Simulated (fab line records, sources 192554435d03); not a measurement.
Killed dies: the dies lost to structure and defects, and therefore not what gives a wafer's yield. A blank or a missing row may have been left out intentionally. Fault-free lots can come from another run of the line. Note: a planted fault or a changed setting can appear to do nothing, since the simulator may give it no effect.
Split-lot experiment -- flow n5 finfet -- 39 wafers read from 7 lots, route of 1938 steps

ABOUT THE SPLIT
At N5_DUMMY_GATE_ETCH_31 (etches SiO2 in C4F6/O2, target depth 82.5 nm, time 27.5 s), the setting target depth a was moved away from the recipe's 825 angstrom on 15 of the 39 wafers read, by -12.8% to +6.5%. The other wafers ran this setting at the recipe's value.

The reading is taken at the split's own step.

THE READING
SOC_of_DUMMY_GATE_COAT_34.thk nm (the simulator's own value, which no gauge read), in nm, at N5_DUMMY_GATE_ETCH_31 (etches SiO2 in C4F6/O2, target depth 82.5 nm, time 27.5 s). There is no usual value for it anywhere in the file. The 24 wafers here that ran the recipe average 51.9 nm, standard deviation 0.19 nm.

wafer,"tool, chamber at the split","target depth a as run, angstrom",against the recipe,"SOC_of_DUMMY_GATE_COAT_34.thk nm, nm",against lot-mates on the recipe
L076.1,"rie diel-02, 0",825,recipe,51.8,-
L076.2,"rie diel-02, 3",719.4,-12.8%,52.4,+0.7
L076.3,"rie diel-02, 2",719.4,-12.8%,52.6,+0.9
L076.4,"rie diel-02, 3",825,recipe,51.4,-
L076.5,"rie diel-02, 0",825,recipe,51.8,-
L076.6,"rie diel-02, 2",719.4,-12.8%,52.4,+0.7
L082.1,"rie diel-02, 0",877.9,+6.4%,51.2,-0.5
L082.2,"rie diel-02, 2",825,recipe,51.6,-
L082.3,"rie diel-02, 1",877.9,+6.4%,51,-0.7
L082.4,"rie diel-02, 3",825,recipe,51.6,-
L082.5,"rie diel-02, 2",825,recipe,51.8,-
L082.6,"rie diel-02, 1",877.9,+6.4%,51.2,-0.5
L084.1,"rie diel-03, 0",825,recipe,52,-
L084.2,"rie diel-03, 1",878.7,+6.5%,51,-0.7
L084.3,"rie diel-03, 3",878.7,+6.5%,50.8,-0.9
L084.4,"rie diel-03, 2",825,recipe,51.6,-
L084.5,"rie diel-03, 1",825,recipe,51.6,-
L084.6,"rie diel-03, 0",878.7,+6.5%,51.2,-0.5
L086.1,"rie diel-04, 1",825,recipe,52,-
L086.2,"rie diel-04, 2",825,recipe,52,-
L086.3,"rie diel-04, 0",825,recipe,52,-
L086.4,"rie diel-04, 3",825,recipe,52,-
L086.5,"rie diel-04, 3",825,recipe,52,-
L086.6,"rie diel-04, 0",825,recipe,52,-
L092.1,"rie diel-02, 0",825,recipe,52,-
L092.2,"rie diel-02, 3",825,recipe,51.8,-
L092.3,"rie diel-02, 1",784.8,-4.9%,52.4,+0.5
L092.4,"rie diel-02, 3",825,recipe,51.8,-
L092.5,"rie diel-02, 1",784.8,-4.9%,52.4,+0.5
L092.6,"rie diel-02, 0",784.8,-4.9%,52.2,+0.3
L093.1,"rie diel-04, 3",825,recipe,52,-
L093.3,"rie diel-04, 1",825,recipe,52,-
L093.4,"rie diel-04, 0",825,recipe,52,-
L096.1,"rie diel-02, 0",825,recipe,52.2,-
L096.2,"rie diel-02, 3",825,recipe,52,-
L096.3,"rie diel-02, 2",825,recipe,51.8,-
L096.4,"rie diel-02, 1",749.3,-9.2%,53,+1.0
L096.5,"rie diel-02, 2",749.3,-9.2%,52.6,+0.6
L096.6,"rie diel-02, 1",749.3,-9.2%,53,+1.0

THE FIT
A straight line over all 39 wafers: SOC_of_DUMMY_GATE_COAT_34.thk nm changes by -0.0851 nm for each +1% of target depth a; r = -0.87; the points scatter about the line by 0.25 nm.
The same after taking each lot's own level away (the mean of its wafers on the recipe; 39 wafers): -0.0815 nm for each +1%; r = -0.94; scatter 0.16 nm.
On that fit, the largest move of target depth a shifts the reading by 1 nm.
The span of the lots' own levels, 51.67 to 52.00 nm, comes to 1.8 times the standard deviation stated above.
So the lot-to-lot level changes the slope little: the two slopes agree.
Check: +1.08 nm against its lot-mates is what the line predicts for one of the wafers moved furthest among these (-12.8%) when that wafer is left out of the fit. It came out at +0.733 nm against them.

ADDITIONAL SPLITS CARRIED BY THESE WAFERS
Before the reading, these wafers also passed through other splits. Each is held against what the fit with the lots' levels taken away leaves over:
other split on the same wafers,wafers away from the commonest value,r with SOC_of_DUMMY_GATE_COAT_34.thk nm (lot level and that fit taken away)
N5_DUMMY_GATE_EXPOSE_12 dose mj,18,+0.31
N5_DUMMY_GATE_ETCH_37 source w,15,-0.13

THE WHOLE CHAIN: every reading that the file lists as answering this split, in the file's order
step,what it does,reading,change (the file's fit),r (the file's)
N5_DUMMY_GATE_ETCH_31,"etches SiO2 in C4F6/O2, target depth 82.5 nm, time 27.5 s","etch.depth nm (the simulator's own value, which no gauge read)",+0.771 nm for each +1% of the setting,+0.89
N5_DUMMY_GATE_ETCH_31,"etches SiO2 in C4F6/O2, target depth 82.5 nm, time 27.5 s","SOC_of_DUMMY_GATE_COAT_34.thk nm (the simulator's own value, which no gauge read)",-0.0807 nm for each +1% of the setting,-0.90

FILE'S OWN FIT
SOC_of_DUMMY_GATE_COAT_34.thk nm changes by -0.0807 nm for each +1% of target depth a, r = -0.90.
